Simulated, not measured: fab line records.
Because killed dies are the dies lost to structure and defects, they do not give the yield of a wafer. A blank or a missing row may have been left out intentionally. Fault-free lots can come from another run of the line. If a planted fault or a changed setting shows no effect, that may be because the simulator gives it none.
Which of the tools did it?    flow nand harc    72 wafers from 24 lots sampled at 6 of the route's 1159 steps

## WHAT EACH GAUGE READ, for each wafer
NHARC_A_SLIT_CD_MEAS_09: target cd 300 nm. Usual: cd nm reads 300.0 nm (standard deviation 0.61).
lot   measured      on         cd nm (nm)         flag
L074  day 14 09:14  cd sem-01  300.0 299.3 299.9  
L076  day 15 02:04  cd sem-02  299.7 300.2 299.6  
L078  day 15 01:31  cd sem-02  299.6 300.3 299.8  
L077  day 15 00:06  cd sem-01  300.0 299.7 299.7  
L075  day 14 23:57  cd sem-01  300.3 300.6 300.3  
L080  day 15 05:58  cd sem-03  299.8 300.4 300.1  
L079  day 15 01:54  cd sem-01  299.9 299.6 299.7  
L081  day 16 08:43  cd sem-03  300.5 300.1 301.1  
L082  day 16 09:07  cd sem-01  300.1 300.2 299.8  
L083  day 16 20:30  cd sem-02  300.5 300.5 300.5  
L085  day 16 20:18  cd sem-01  299.9 299.9 299.8  
L084  day 16 18:55  cd sem-01  300.9 301.4 300.6  
L087  day 17 08:32  cd sem-01  299.0 299.6 299.4  
L086  day 18 01:41  cd sem-02  298.7 299.8 300.1  
L089  day 18 01:58  cd sem-02  299.9 300.4 300.1  
L088  day 18 03:39  cd sem-02  299.6 300.6 301.1  
L090  day 18 09:51  cd sem-02  300.3 299.9 300.1  
L091  day 18 15:10  cd sem-02  300.7 299.7 299.9  
L092  day 18 11:48  cd sem-01  300.1 299.8 300.3  
L093  day 18 21:19  cd sem-01  299.1 299.1 299.4  
L094  day 18 21:02  cd sem-02  299.2 299.7 299.8  
L095  day 18 21:31  cd sem-03  301.2 301.5 301.1  
L096  day 19 16:59  cd sem-01  299.4 299.9 300.3  
L097  day 20 05:00  cd sem-02  300.3 299.7 299.8  

## WHAT TOOL EACH LOT RAN ON (gives the tool, then ch and the chambers of the sampled wafers, and finally the start)
lot   NHARC_A_STAIRCASE_TRIM_226                     NHARC_A_STAIRCASE_ETCH_227                     NHARC_A_STAIRCASE_ETCH_230                     NHARC_A_STAIRCASE_TRIM_233                     NHARC_A_STAIRCASE_CMP_472
L074  rie diel-02 ch 0,1,2, day 13 21:29 or earlier  rie diel-02 ch 0,1,3, day 13 21:29 or earlier  rie diel-02 ch 0,1,3, day 13 21:29 or earlier  rie diel-02 ch 0,1, day 13 21:29 or earlier    cmp-02 ch 0,2,3, day 13 21:29
L076  rie diel-05 ch 0,1, day 14 12:50 or earlier    rie diel-05 ch 0,1, day 14 12:50 or earlier    rie diel-05 ch 1,3, day 14 12:50 or earlier    rie diel-05 ch 1,2, day 14 12:50 or earlier    cmp-03 ch 0,1, day 14 12:50
L078  rie diel-05 ch 0,3, day 14 15:46 or earlier    rie diel-05 ch 1,2,3, day 14 15:46 or earlier  rie diel-02 ch 0,1,3, day 14 15:46 or earlier  rie diel-02 ch 0,1,2, day 14 15:46 or earlier  cmp-02 ch 0,1,3, day 14 15:46
L077  rie diel-11 ch 0,2, day 14 13:50 or earlier    rie diel-11 ch 0,2, day 14 13:50 or earlier    rie diel-11 ch 0,2, day 14 13:50 or earlier    rie diel-11 ch 0,1, day 14 13:50 or earlier    cmp-02 ch 0,1,3, day 14 13:50
L075  rie diel-11 ch 2,3, day 14 14:05 or earlier    rie diel-11 ch 0,1,2, day 14 14:05 or earlier  rie diel-11 ch 1,2, day 14 14:05 or earlier    rie diel-11 ch 0,1,3, day 14 14:05 or earlier  cmp-03 ch 0,1, day 14 14:05
L080  rie diel-02 ch 2,3, day 14 16:55 or earlier    rie diel-02 ch 2,3, day 14 16:55 or earlier    rie diel-05 ch 1,2, day 14 16:55 or earlier    rie diel-05 ch 1,2,3, day 14 16:55 or earlier  cmp-02 ch 2,3, day 14 16:55
L079  rie diel-11 ch 0,1,3, day 14 15:36 or earlier  rie diel-11 ch 0,3, day 14 15:36 or earlier    rie diel-11 ch 0,2,3, day 14 15:36 or earlier  rie diel-11 ch 2,3, day 14 15:36 or earlier    cmp-02 ch 0,2,3, day 14 15:36
L081  rie diel-11 ch 0,1,2, day 15 19:23 or earlier  rie diel-11 ch 1,2,3, day 15 19:23 or earlier  rie diel-02 ch 0,1,3, day 15 19:23 or earlier  rie diel-02 ch 0,2,3, day 15 19:23 or earlier  cmp-01 ch 0,2,3, day 15 19:23
L082  rie diel-11 ch 2,3, day 15 19:46 or earlier    rie diel-11 ch 2,3, day 15 19:46 or earlier    rie diel-02 ch 0,1,3, day 15 19:46 or earlier  rie diel-02 ch 1,3, day 15 19:46 or earlier    cmp-01 ch 2,3, day 15 19:46
L083  rie diel-11 ch 0,1,2, day 16 08:30 or earlier  rie diel-11 ch 0,3, day 16 08:30 or earlier    rie diel-02 ch 0,1,3, day 16 08:30 or earlier  rie diel-02 ch 0,3, day 16 08:30 or earlier    cmp-01 ch 1,2, day 16 08:30
L085  rie diel-05 ch 0,2, day 16 08:47 or earlier    rie diel-05 ch 0,3, day 16 08:47 or earlier    rie diel-05 ch 2,3, day 16 08:47 or earlier    rie diel-05 ch 0,2,3, day 16 08:47 or earlier  cmp-02 ch 2,3, day 16 08:47
L084  rie diel-11 ch 0,1,3, day 16 10:20 or earlier  rie diel-11 ch 2,3, day 16 10:20 or earlier    rie diel-05 ch 0,3, day 16 10:20 or earlier    rie diel-05 ch 0,2,3, day 16 10:20 or earlier  cmp-02 ch 0,3, day 16 10:20
L087  rie diel-02 ch 0,1,2, day 16 21:34 or earlier  rie diel-02 ch 1,2,3, day 16 21:34 or earlier  rie diel-05 ch 0,3, day 16 21:34 or earlier    rie diel-05 ch 0,3, day 16 21:34 or earlier    cmp-02 ch 1,2,3, day 16 21:34
L086  rie diel-11 ch 0,1,2, day 17 14:39 or earlier  rie diel-11 ch 0,1,2, day 17 14:39 or earlier  rie diel-05 ch 0,1,3, day 17 14:39 or earlier  rie diel-05 ch 0,1,3, day 17 14:39 or earlier  cmp-03 ch 0,1,2, day 17 14:39
L089  rie diel-11 ch 0,2, day 17 17:23 or earlier    rie diel-11 ch 0,1, day 17 17:23 or earlier    rie diel-05 ch 0,2,3, day 17 17:23 or earlier  rie diel-05 ch 0,2, day 17 17:23 or earlier    cmp-01 ch 1,2,3, day 17 17:23
L088  rie diel-11 ch 0,2, day 17 15:21 or earlier    rie diel-11 ch 0,2, day 17 15:21 or earlier    rie diel-11 ch 0,1, day 17 15:21 or earlier    rie diel-11 ch 0,1,2, day 17 15:21 or earlier  cmp-01 ch 2,3, day 17 15:21
L090  rie diel-11 ch 0,2, day 17 22:03 or earlier    rie diel-11 ch 0,2, day 17 22:03 or earlier    rie diel-11 ch 1,2, day 17 22:03 or earlier    rie diel-11 ch 0,2,3, day 17 22:03 or earlier  cmp-02 ch 1,2,3, day 17 22:03
L091  rie diel-11 ch 0,2, day 18 03:50 or earlier    rie diel-11 ch 0,1,2, day 18 03:50 or earlier  rie diel-11 ch 2,3, day 18 03:50 or earlier    rie diel-11 ch 0,1,2, day 18 03:50 or earlier  cmp-03 ch 0,3, day 18 03:50
L092  rie diel-11 ch 0,2, day 17 22:13 or earlier    rie diel-11 ch 0,1,3, day 17 22:13 or earlier  rie diel-11 ch 0,1,2, day 17 22:13 or earlier  rie diel-11 ch 1,2,3, day 17 22:13 or earlier  cmp-02 ch 0,1,3, day 17 22:13
L093  rie diel-05 ch 0,1,2, day 18 09:15 or earlier  rie diel-05 ch 0,2,3, day 18 09:15 or earlier  rie diel-02 ch 0,3, day 18 09:15 or earlier    rie diel-02 ch 0,1, day 18 09:15 or earlier    cmp-02 ch 0,3, day 18 09:15
L094  rie diel-11 ch 0,2,3, day 18 10:26 or earlier  rie diel-11 ch 0,2,3, day 18 10:26 or earlier  rie diel-11 ch 0,1,3, day 18 10:26 or earlier  rie diel-11 ch 1,2,3, day 18 10:26 or earlier  cmp-01 ch 0,2,3, day 18 10:26
L095  rie diel-05 ch 0,1,2, day 18 09:08 or earlier  rie diel-05 ch 1,2, day 18 09:08 or earlier    rie diel-05 ch 0,2,3, day 18 09:08 or earlier  rie diel-05 ch 0,2,3, day 18 09:08 or earlier  cmp-01 ch 2,3, day 18 09:08
L096  rie diel-05 ch 0,2,3, day 19 04:28 or earlier  rie diel-05 ch 0,3, day 19 04:28 or earlier    rie diel-11 ch 0,1, day 19 04:28 or earlier    rie diel-11 ch 0,2, day 19 04:28 or earlier    cmp-02 ch 0,2, day 19 04:28
L097  rie diel-05 ch 0,1,2, day 19 19:34 or earlier  rie diel-05 ch 0,1,2, day 19 19:34 or earlier  rie diel-11 ch 0,1,3, day 19 19:34 or earlier  rie diel-11 ch 2,3, day 19 19:34 or earlier    cmp-01 ch 1,2, day 19 19:34
- NHARC_A_STAIRCASE_TRIM_226: chemistry O2, time 211.2 s.
- NHARC_A_STAIRCASE_ETCH_227: etches the open film in C4F8/O2, target depth 100 nm, time 40.5 s.
- NHARC_A_STAIRCASE_ETCH_230: etches the open film in C4F8/O2, target depth 100 nm, time 40.5 s.
- NHARC_A_STAIRCASE_TRIM_233: chemistry O2, time 211.2 s.
- NHARC_A_STAIRCASE_CMP_472: polishes SiO2.

## AS READ BY THE TOOLS THEMSELVES (means over the sampled wafers that have a number; for cases with no such wafer, the mark the record gives instead)
NHARC_A_STAIRCASE_TRIM_226. Usual: drypump motor current A 5.75 A, standard deviation 0.26; mfc ar sccm 0.009 sccm, standard deviation 0.011; oes product au 0.999 a.u., standard deviation 0.0093; rf vpp V 57.5 V, standard deviation 0.91; showerhead plenum p Torr 3.44 Torr, standard deviation 0.13; throttle valve pct 17.037 %, standard deviation 0.0094.
lot   tool         drypump motor current A (A)  mfc ar sccm (sccm)  oes product au (a.u.)  rf vpp V (V)  showerhead plenum p Torr (Torr)  throttle valve pct (%)  flag
L074  rie diel-02  5.67                         0.015               1.009                  56.9          3.37                             17.039                  
L076  rie diel-05  5.67                         0.011               0.997                  57.9          3.46                             17.037                  
L078  rie diel-05  5.61                         0.010               0.990                  57.0          3.48                             17.040                  
L077  rie diel-11  6.09                         0.004               1.006                  57.0          3.38                             17.046                  
L075  rie diel-11  5.77                         0.007               1.002                  58.3          3.47                             17.039                  
L080  rie diel-02  5.79                         0.005               1.012                  57.5          3.41                             17.026                  
L079  rie diel-11  5.73                         0.003               1.000                  57.9          3.46                             17.029                  
L081  rie diel-11  5.90                         0.007               0.994                  56.8          3.36                             17.035                  
L082  rie diel-11  5.59                         0.004               0.987                  58.3          3.56                             17.036                  
L083  rie diel-11  5.90                         0.007               0.990                  57.0          3.36                             17.032                  
L085  rie diel-05  5.58                         0.000               0.992                  57.7          3.44                             17.032                  
L084  rie diel-11  5.70                         0.003               0.997                  57.4          3.45                             17.033                  
L087  rie diel-02  5.65                         0.015               1.017                  57.4          3.36                             17.039                  
L086  rie diel-11  5.90                         0.007               0.998                  57.1          3.35                             17.038                  
L089  rie diel-11  6.02                         0.007               0.997                  57.5          3.36                             17.044                  
L088  rie diel-11  6.10                         0.004               1.011                  57.7          3.36                             17.032                  
L090  rie diel-11  6.07                         0.004               1.003                  56.8          3.36                             17.029                  
L091  rie diel-11  6.02                         0.007               0.996                  56.9          3.36                             17.039                  
L092  rie diel-11  6.07                         0.004               1.002                  58.0          3.36                             17.040                  
L093  rie diel-05  5.61                         0.011               1.004                  57.0          3.52                             17.035                  
L094  rie diel-11  5.84                         0.004               1.002                  57.7          3.46                             17.034                  
L095  rie diel-05  5.61                         0.011               0.994                  57.4          3.51                             17.030                  
L096  rie diel-05  5.56                         0.010               1.008                  56.9          3.52                             17.029                  
L097  rie diel-05  5.60                         0.011               1.000                  58.7          3.51                             17.035                  

NHARC_A_STAIRCASE_ETCH_227. Usual: oes product au 0.939 a.u., standard deviation 0.013; rf vpp V 893 V, standard deviation 5.
lot   tool         oes product au (a.u.)  rf vpp V (V)  flag
L074  rie diel-02  0.958                  893           
L076  rie diel-05  0.936                  894           
L078  rie diel-05  0.938                  900           
L077  rie diel-11  0.939                  891           
L075  rie diel-11  0.949                  891           
L080  rie diel-02  0.953                  895           
L079  rie diel-11  0.950                  893           
L081  rie diel-11  0.923                  894           
L082  rie diel-11  0.917                  898           
L083  rie diel-11  0.950                  898           
L085  rie diel-05  0.925                  894           
L084  rie diel-11  0.931                  898           
L087  rie diel-02  0.945                  893           
L086  rie diel-11  0.935                  890           
L089  rie diel-11  0.940                  889           
L088  rie diel-11  0.950                  890           
L090  rie diel-11  0.939                  890           
L091  rie diel-11  0.921                  889           
L092  rie diel-11  0.927                  893           
L093  rie diel-05  0.950                  896           
L094  rie diel-11  0.949                  894           
L095  rie diel-05  0.937                  899           
L096  rie diel-05  0.948                  897           
L097  rie diel-05  0.938                  896           

NHARC_A_STAIRCASE_ETCH_230. Usual: oes product au 0.947 a.u., standard deviation 0.018; rf vpp V 893 V, standard deviation 5.
lot   tool         oes product au (a.u.)  rf vpp V (V)  flag
L074  rie diel-02  0.955                  893           
L076  rie diel-05  0.948                  901           
L078  rie diel-02  0.929                  893           
L077  rie diel-11  0.950                  891           
L075  rie diel-11  0.937                  890           
L080  rie diel-05  0.923                  899           
L079  rie diel-11  0.928                  894           
L081  rie diel-02  0.965                  892           
L082  rie diel-02  0.947                  893           
L083  rie diel-02  0.990                  893           
L085  rie diel-05  0.938                  899           
L084  rie diel-05  0.956                  897           
L087  rie diel-05  0.955                  894           
L086  rie diel-05  0.967                  897           
L089  rie diel-05  0.942                  895           
L088  rie diel-11  0.928                  889           
L090  rie diel-11  0.921                  889           
L091  rie diel-11  0.930                  894           
L092  rie diel-11  0.938                  889           
L093  rie diel-02  0.962                  900           
L094  rie diel-11  0.949                  893           
L095  rie diel-05  0.954                  897           
L096  rie diel-11  0.973                  889           
L097  rie diel-11  0.950                  893           

NHARC_A_STAIRCASE_TRIM_233. Usual: drypump motor current A 5.67 A, standard deviation 0.28; mfc ar sccm 0.011 sccm, standard deviation 0.012; oes product au 1.000 a.u., standard deviation 0.0096; rf vpp V 57.7 V, standard deviation 0.83; showerhead plenum p Torr 3.47 Torr, standard deviation 0.14; throttle valve pct 17.036 %, standard deviation 0.0095.
lot   tool         drypump motor current A (A)  mfc ar sccm (sccm)  oes product au (a.u.)  rf vpp V (V)  showerhead plenum p Torr (Torr)  throttle valve pct (%)  flag
L074  rie diel-02  5.40                         0.025               1.002                  57.4          3.36                             17.032                  
L076  rie diel-05  5.65                         0.023               1.008                  57.7          3.60                             17.027                  
L078  rie diel-02  5.66                         0.015               1.004                  57.1          3.37                             17.030                  
L077  rie diel-11  5.81                         0.007               0.998                  57.1          3.35                             17.034                  
L075  rie diel-11  5.71                         0.003               0.995                  56.9          3.46                             17.039                  
L080  rie diel-05  5.57                         0.021               0.997                  57.5          3.62                             17.040                  
L079  rie diel-11  5.58                         0.004               0.991                  57.8          3.57                             17.029                  
L081  rie diel-02  5.54                         0.015               1.005                  57.3          3.39                             17.041                  
L082  rie diel-02  5.91                         0.013               1.007                  57.8          3.51                             17.036                  
L083  rie diel-02  5.29                         0.026               1.009                  57.7          3.37                             17.042                  
L085  rie diel-05  5.55                         0.010               0.991                  58.1          3.53                             17.045                  
L084  rie diel-05  5.56                         0.010               0.997                  57.5          3.53                             17.023                  
L087  rie diel-05  5.58                         0.020               0.991                  57.8          3.56                             17.036                  
L086  rie diel-05  5.62                         0.021               1.001                  57.9          3.54                             17.043                  
L089  rie diel-05  5.60                         0.000               0.994                  57.5          3.44                             17.036                  
L088  rie diel-11  5.91                         0.007               0.998                  56.7          3.35                             17.038                  
L090  rie diel-11  5.84                         0.004               0.992                  57.6          3.46                             17.029                  
L091  rie diel-11  5.88                         0.007               0.995                  56.5          3.34                             17.037                  
L092  rie diel-11  5.67                         0.007               0.995                  57.7          3.44                             17.030                  
L093  rie diel-02  5.72                         0.019               1.006                  57.7          3.58                             17.032                  
L094  rie diel-11  5.66                         0.007               0.996                  57.0          3.44                             17.037                  
L095  rie diel-05  5.55                         0.010               1.015                  58.4          3.52                             17.036                  
L096  rie diel-11  6.07                         0.004               1.010                  57.2          3.36                             17.039                  
L097  rie diel-11  5.76                         0.007               1.002                  57.7          3.45                             17.040                  

NHARC_A_STAIRCASE_CMP_472. Usual: motor current A 12.2 A, standard deviation 0.93; retaining ring pressure frac 1.000, standard deviation 0.0051.
lot   tool    motor current A (A)  retaining ring pressure frac  flag
L074  cmp-02  11.5                 1.002                         
L076  cmp-03  10.6                 1.000                         
L078  cmp-02  11.9                 1.001                         
L077  cmp-02  12.0                 0.999                         
L075  cmp-03  10.8                 1.001                         
L080  cmp-02  11.3                 1.003                         
L079  cmp-02  11.8                 1.001                         
L081  cmp-01  12.3                 0.997                         
L082  cmp-01  12.6                 1.001                         
L083  cmp-01  13.1                 0.996                         
L085  cmp-02  11.4                 0.999                         
L084  cmp-02  11.4                 0.999                         
L087  cmp-02  12.4                 0.997                         
L086  cmp-03  11.5                 1.001                         
L089  cmp-01  13.2                 1.004                         
L088  cmp-01  12.7                 0.994                         
L090  cmp-02  12.1                 0.996                         
L091  cmp-03  12.4                 1.000                         
L092  cmp-02  11.9                 0.995                         
L093  cmp-02  11.6                 0.995                         
L094  cmp-01  12.8                 0.997                         
L095  cmp-01  13.1                 0.995                         
L096  cmp-02  11.5                 0.996                         
L097  cmp-01  13.2                 1.001                         

## THE ANSWER, worked out from the rows above alone
Rule: a lot counts as off when the mean over its wafers that have a number is more than 3 standard deviations away from the usual mean. Also off: a lot with no number at a reading for which 4 or more lots have one. Any other lot the step has rows for is counted as sound. Order of review: gauges by route order, followed by the tools' own readings, for which a lot's mean as printed above is used. At the first step where some lot is off, the reading lying furthest off is the one used; lots without a number count as furthest.
Nothing can be told from this: no lot is off at any reading shown.

## WHAT WAS PUT IN BY THE SIMULATOR
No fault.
